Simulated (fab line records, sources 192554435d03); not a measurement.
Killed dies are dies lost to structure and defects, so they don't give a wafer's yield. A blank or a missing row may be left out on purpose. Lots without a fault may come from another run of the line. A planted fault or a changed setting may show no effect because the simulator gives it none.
Which tool did it? | flow n5_finfet | 8 lots, 24 wafers sampled, at 5 steps of a route of 1938

WHAT THE GAUGES READ, wafer by wafer
N5_BEOL_M9_RS_MEAS_57: measures by four-point-probe.
lot  | measured     | on            | M9_RS (ohm/sq)
L751 | day 11 20:05 | film_metro-02 | 0.142 0.154 0.154
L753 | day 12 17:28 | film_metro-02 | 0.149 0.146 0.151
L754 | day 12 18:02 | film_metro-02 | 0.149 0.145 0.152
L759 | day 13 16:19 | film_metro-02 | 0.146 0.157 0.150
L763 | day 14 17:27 | film_metro-01 | 0.154 0.148 0.152
L765 | day 15 13:47 | film_metro-02 | 0.145 0.149 0.146
L766 | day 15 16:20 | film_metro-02 | 0.154 0.146 0.148
L761 | day 16 09:07 | film_metro-01 | 0.151 0.159 0.148

N5_BEOL_M15_RC_MEAS_101.
lot  | measured     | on        | COMB_M10 (S/m)          | COMB_M11 (S/m)             | COMB_M12 (S/m)          | COMB_M13 (S/m)          | COMB_M14 (S/m)          | COMB_M15 (S/m)          | COMB_M5 (S/m)           | COMB_M6 (S/m)           | COMB_M7 (S/m)           | COMB_M8 (S/m)           | COMB_M9 (S/m)              | COMB_M9_max_site (S/m)  | SERP_M10 (ohm/um) | SERP_M11 (ohm/um) | SERP_M12 (ohm/um) | SERP_M13 (ohm/um) | SERP_M14 (ohm/um) | SERP_M5 (ohm/um) | SERP_M6 (ohm/um) | SERP_M7 (ohm/um) | SERP_M7_max_site (ohm/um) | SERP_M8 (ohm/um) | SERP_M9 (ohm/um)
L751 | day 15 13:23 | prober-01 | 1.6e-11 1.6e-11 2e-11   | 1.76e-11 1.31e-11 1.05e-11 | 5.8e-12 4.2e-12 4.6e-12 | 5.6e-12 4.5e-12 6e-12   | 3.7e-12 3.6e-12 1.7e-12 | 1.9e-12 2.4e-12 1.1e-12 | 2.4e-11 2.5e-11 2.9e-11 | 3.4e-11 2.3e-11 2.7e-11 | 2.1e-11 2.1e-11 2.3e-11 | 2.3e-11 1.8e-11 2.8e-11 | 2.26e-11 2.5e-11 2.73e-11  | 4.2e-11 3.2e-11 4e-11   | 3.22 3.09 3.06    | 2.95 3.02 3.10    | 0.678 0.649 0.634 | 0.306 0.307 0.307 | 0.158 0.157 0.167 | 38.7 38.4 38.4   | 13.5 14.9 13.7   | 14.5 13.1 14.1   | 15.1 14.3 14.7            | 14.2 14.0 14.7   | 2.72 3.01 3.07
L753 | day 14 15:15 | prober-01 | 1.1e-11 1.6e-11 1.1e-11 | 1.54e-11 1.81e-11 1.37e-11 | 7.6e-12 4.3e-12 6.4e-12 | 3.7e-12 4.6e-12 4.5e-12 | 2.8e-12 3.6e-12 4.4e-12 | 1.6e-12 2.1e-12 1.8e-12 | 2.9e-11 2.3e-11 3.3e-11 | 3.1e-11 3e-11 2.5e-11   | 2.7e-11 3.5e-11 2.5e-11 | 1.8e-11 2.3e-11 1.8e-11 | 2.28e-11 2.39e-11 3.01e-11 | 3.5e-11 3.5e-11 4.8e-11 | 3.03 3.04 3.08    | 2.91 3.17 3.03    | 0.621 0.656 0.607 | 0.318 0.318 0.314 | 0.174 0.162 0.170 | 39.0 36.4 36.5   | 13.4 12.9 13.3   | 14.3 14.0 13.7   | 14.9 14.4 14.3            | 13.6 13.6 14.6   | 2.97 2.93 3.03
L754 | day 14 09:08 | prober-02 | 1.3e-11 1.6e-11 1.5e-11 | 1.67e-11 1.88e-11 1.61e-11 | 7.7e-12 8.6e-12 7.2e-12 | 5.2e-12 6e-12 5.4e-12   | 3.1e-12 4.1e-12 3.5e-12 | 1.9e-12 2.7e-12 2.1e-12 | 2.4e-11 3e-11 3.5e-11   | 3.2e-11 2.9e-11 2.6e-11 | 3.1e-11 3e-11 2.6e-11   | 2.4e-11 1.7e-11 1.7e-11 | 1e-11 1.19e-11 1.77e-11    | 1.9e-11 1.6e-11 2.9e-11 | 3.11 3.00 3.14    | 3.24 3.12 3.22    | 0.663 0.669 0.622 | 0.309 0.303 0.316 | 0.163 0.170 0.159 | 40.3 39.7 42.7   | 14.3 13.9 13.6   | 13.8 13.7 13.7   | 14.5 14.4 14.1            | 13.7 13.7 13.2   | 3.04 2.95 3.10
L759 | day 15 10:53 | prober-02 | 1.6e-11 1.5e-11 1.5e-11 | 1.42e-11 1.56e-11 1.61e-11 | 6.9e-12 7.5e-12 7.8e-12 | 7.5e-12 5e-12 4.7e-12   | 3.4e-12 4e-12 3.5e-12   | 2.5e-12 2.2e-12 2.6e-12 | 2.9e-11 2.5e-11 3.1e-11 | 2.4e-11 3e-11 1.7e-11   | 2.3e-11 2.9e-11 2.3e-11 | 3.3e-11 2.4e-11 3.4e-11 | 1.41e-11 1.42e-11 1.94e-11 | 2.3e-11 1.9e-11 2.5e-11 | 3.16 3.03 3.08    | 3.05 3.17 3.13    | 0.648 0.671 0.617 | 0.314 0.314 0.313 | 0.161 0.166 0.166 | 38.9 37.9 37.2   | 14.3 14.5 14.5   | 14.5 13.9 15.1   | 15.2 14.1 16.1            | 14.3 14.4 15.0   | 2.93 3.16 3.12
L763 | day 16 07:10 | prober-01 | 1e-11 9e-12 1.2e-11     | 1.69e-11 1.25e-11 2.82e-11 | 6.5e-12 6.1e-12 6.3e-12 | 4.7e-12 3.9e-12 3.8e-12 | 2.3e-12 2.8e-12 3.1e-12 | 1.6e-12 9e-13 1e-12     | 3.9e-11 3.5e-11 4.3e-11 | 2.4e-11 2.6e-11 2.7e-11 | 2.3e-11 2.4e-11 2.6e-11 | 2.1e-11 3e-11 2.6e-11   | 1.1e-11 1.27e-11 1.4e-11   | 1.4e-11 1.6e-11 1.8e-11 | 3.15 3.20 3.21    | 2.90 2.88 3.03    | 0.641 0.647 0.654 | 0.321 0.323 0.298 | 0.167 0.161 0.163 | 39.8 38.5 41.4   | 13.4 13.8 13.5   | 13.9 14.8 14.4   | 14.8 15.2 14.7            | 13.7 13.1 14.1   | 3.13 3.00 3.06
L765 | day 17 03:56 | prober-02 | 1.8e-11 1.6e-11 1.8e-11 | 1.33e-11 1.5e-11 1.51e-11  | 5.6e-12 6.5e-12 6.4e-12 | 4.6e-12 4.4e-12 5.2e-12 | 2.9e-12 2.9e-12 2.6e-12 | 1.8e-12 2.6e-12 2.5e-12 | 3.7e-11 5.5e-11 4.6e-11 | 2.1e-11 2e-11 2.4e-11   | 2.9e-11 3.1e-11 2.5e-11 | 2.1e-11 1.8e-11 1.6e-11 | 1.54e-11 1.21e-11 1.61e-11 | 1.9e-11 2.1e-11 2.1e-11 | 3.21 3.12 3.26    | 3.06 3.19 3.03    | 0.631 0.649 0.627 | 0.310 0.296 0.306 | 0.164 0.158 0.161 | 41.3 39.5 38.6   | 14.4 13.8 14.8   | 13.4 13.0 14.3   | 13.8 13.3 15.1            | 13.7 13.2 13.6   | 2.84 3.03 2.90
L766 | day 17 09:40 | prober-01 | 1.1e-11 1.3e-11 1e-11   | 1.19e-11 1.01e-11 1.09e-11 | 6.4e-12 4.9e-12 7.2e-12 | 3.7e-12 4.7e-12 2.6e-12 | 2.3e-12 2.2e-12 2.2e-12 | 1.8e-12 1.8e-12 1.4e-12 | 2.8e-11 3.6e-11 4.2e-11 | 3.3e-11 2.6e-11 2.8e-11 | 3.4e-11 2.5e-11 3.1e-11 | 3.2e-11 2.3e-11 2.5e-11 | 1.19e-11 1.22e-11 1.34e-11 | 2e-11 1.6e-11 1.9e-11   | 2.96 3.08 3.03    | 3.09 3.27 3.18    | 0.661 0.655 0.661 | 0.313 0.313 0.311 | 0.157 0.162 0.155 | 39.9 39.6 36.5   | 14.1 14.4 14.5   | 13.8 13.9 14.0   | 14.3 14.0 15.3            | 13.5 13.7 13.3   | 3.11 3.01 2.95
L761 | day 18 03:56 | prober-02 | 1.1e-11 1.7e-11 1.8e-11 | 1.4e-11 1.28e-11 1.74e-11  | 6.5e-12 4.8e-12 6.3e-12 | 5e-12 5.3e-12 5.3e-12   | 3.3e-12 3.1e-12 5.9e-12 | 1.5e-12 2.6e-12 1.7e-12 | 2.5e-11 3.5e-11 3.5e-11 | 3.4e-11 2.3e-11 2.4e-11 | 2.1e-11 3e-11 2.2e-11   | 1.8e-11 2.6e-11 1.9e-11 | 1.24e-11 1.19e-11 1.43e-11 | 1.7e-11 2e-11 3.1e-11   | 3.25 3.05 3.23    | 3.06 3.11 3.04    | 0.639 0.638 0.628 | 0.303 0.305 0.304 | 0.162 0.165 0.160 | 41.0 41.1 39.4   | 14.7 14.0 13.6   | 14.2 14.1 13.6   | 14.5 14.7 14.6            | 12.5 15.0 13.9   | 2.96 3.17 2.93

WHICH TOOL RAN EACH LOT (tool, then ch and the chambers of the sampled wafers, then the start)
lot  | N5_BEOL_M9_STRIP_36                | N5_BEOL_M9_CURE_72            | N5_BEOL_M9_ALD_74
L751 | rie_diel-06 ch 1,2,3, day 11 17:34 | uv_cure-02 ch 1, day 11 17:58 | ald_metal-04 ch 0,1,3, day 11 18:34
L753 | rie_diel-05 ch 0,2, day 12 13:49   | uv_cure-01 ch 2, day 12 14:13 | ald_metal-04 ch 1,2,3, day 12 15:58
L754 | rie_diel-06 ch 0,2,3, day 12 14:35 | uv_cure-01 ch 2, day 12 14:59 | ald_metal-02 ch 0,2,3, day 12 16:19
L759 | rie_diel-06 ch 0,2,3, day 13 12:20 | uv_cure-02 ch 1, day 13 12:45 | ald_metal-02 ch 2,3, day 13 13:44
L763 | rie_diel-03 ch 1,2, day 14 14:22   | uv_cure-03 ch 2, day 14 14:52 | ald_metal-02 ch 0,3, day 14 15:44
L765 | rie_diel-05 ch 0,3, day 15 11:02   | uv_cure-02 ch 2, day 15 11:27 | ald_metal-04 ch 1,2,3, day 15 12:01
L766 | rie_diel-06 ch 0,2, day 15 13:36   | uv_cure-03 ch 2, day 15 14:13 | ald_metal-04 ch 0,1,2, day 15 14:43
L761 | rie_diel-06 ch 0,2,3, day 16 04:41 | uv_cure-02 ch 2, day 16 05:11 | ald_metal-02 ch 1,3, day 16 05:49
- N5_BEOL_M9_STRIP_36: strips in N2/H2.
- N5_BEOL_M9_CURE_72: cures SiCOH lowk, time 120 s.
- N5_BEOL_M9_ALD_74: deposits TaN, target thk 2 nm, pulse time 2 s, purge time 3 s.

WHAT THE TOOLS THEMSELVES READ (means of the sampled wafers that have a number; where no wafer has one, the mark that the record gives instead)
N5_BEOL_M9_STRIP_36.
lot  | tool        | bias_power_w (W) | drypump_motor_current_A (A) | oes_product_au (a.u.) | power_w (W) | rf_vpp_V (V) | showerhead_plenum_p_Torr (Torr) | throttle_valve_pct (%)
L751 | rie_diel-06 | 7.029            | 5.9                         | 0.84                  | 451.0       | 59.7         | 2.60                            | 23.9
L753 | rie_diel-05 | 7.021            | 6.2                         | 0.82                  | 451.0       | 58.4         | 2.59                            | 23.7
L754 | rie_diel-06 | 7.013            | 5.7                         | 0.88                  | 450.0       | 58.4         | 2.58                            | 23.6
L759 | rie_diel-06 | 6.986            | 5.7                         | 0.87                  | 450.4       | 59.3         | 2.58                            | 23.7
L763 | rie_diel-03 | 6.995            | 6.1                         | 0.81                  | 450.8       | 59.6         | 2.54                            | 23.7
L765 | rie_diel-05 | 6.967            | 5.7                         | 0.86                  | 449.0       | 59.8         | 2.68                            | 23.5
L766 | rie_diel-06 | 6.993            | 5.7                         | 0.86                  | 450.2       | 59.3         | 2.61                            | 23.7
L761 | rie_diel-06 | 7.022            | 5.7                         | 0.84                  | 449.7       | 59.4         | 2.57                            | 23.7

N5_BEOL_M9_CURE_72.
lot  | tool       | lamp_power_pct (%) | wafer_temp_C_max
L751 | uv_cure-02 | 52.37              | 370.8
L753 | uv_cure-01 | 52.33              | 371.6
L754 | uv_cure-01 | 52.31              | 371.9
L759 | uv_cure-02 | 52.32              | 371.0
L763 | uv_cure-03 | 52.28              | 371.3
L765 | uv_cure-02 | 52.40              | 372.4
L766 | uv_cure-03 | 52.32              | 371.7
L761 | uv_cure-02 | 52.28              | 372.0

N5_BEOL_M9_ALD_74.
lot  | tool         | heater_power_w (W)
L751 | ald_metal-04 | 446
L753 | ald_metal-04 | 461
L754 | ald_metal-02 | 461
L759 | ald_metal-02 | 489
L763 | ald_metal-02 | 457
L765 | ald_metal-04 | 461
L766 | ald_metal-04 | 425
L761 | ald_metal-02 | 507

THE ANSWER, worked out from the rows above alone
Rule: what is usual is taken from the lots themselves. Put in order of their means at a reading, lots are off if they are a third of the lots or fewer, leave a main group of 4 or more, and stand apart from it by a gap of 3 or more times the standard deviation of the main group's means; of several such gaps the widest counts. A main group whose means are all the same, to the digits that the tables above print for the reading, isn't used. A lot without any number at a reading at which 4 lots or more have one is off too. The other lots that the step has rows for count as sound. The gauges are gone through in route order, then the tools' own readings, and for those a lot's mean is taken as printed above. The first step at which some lot is off is used, and at that step the reading that is off furthest; a lot without a number counts as furthest.
Off: L751, L753, at N5_BEOL_M15_RC_MEAS_101 (COMB_M9). The main group: mean 1.36e-11 S/m, standard deviation 1.2e-12.
A tool fits if, at a process step before that reading, it ran every lot that is off, and no sound lot after the first of them. The gauges at N5_BEOL_M15_RC_MEAS_101 are tried like those tools. None of those tried fits.

WHAT THE SIMULATOR HAD PUT IN
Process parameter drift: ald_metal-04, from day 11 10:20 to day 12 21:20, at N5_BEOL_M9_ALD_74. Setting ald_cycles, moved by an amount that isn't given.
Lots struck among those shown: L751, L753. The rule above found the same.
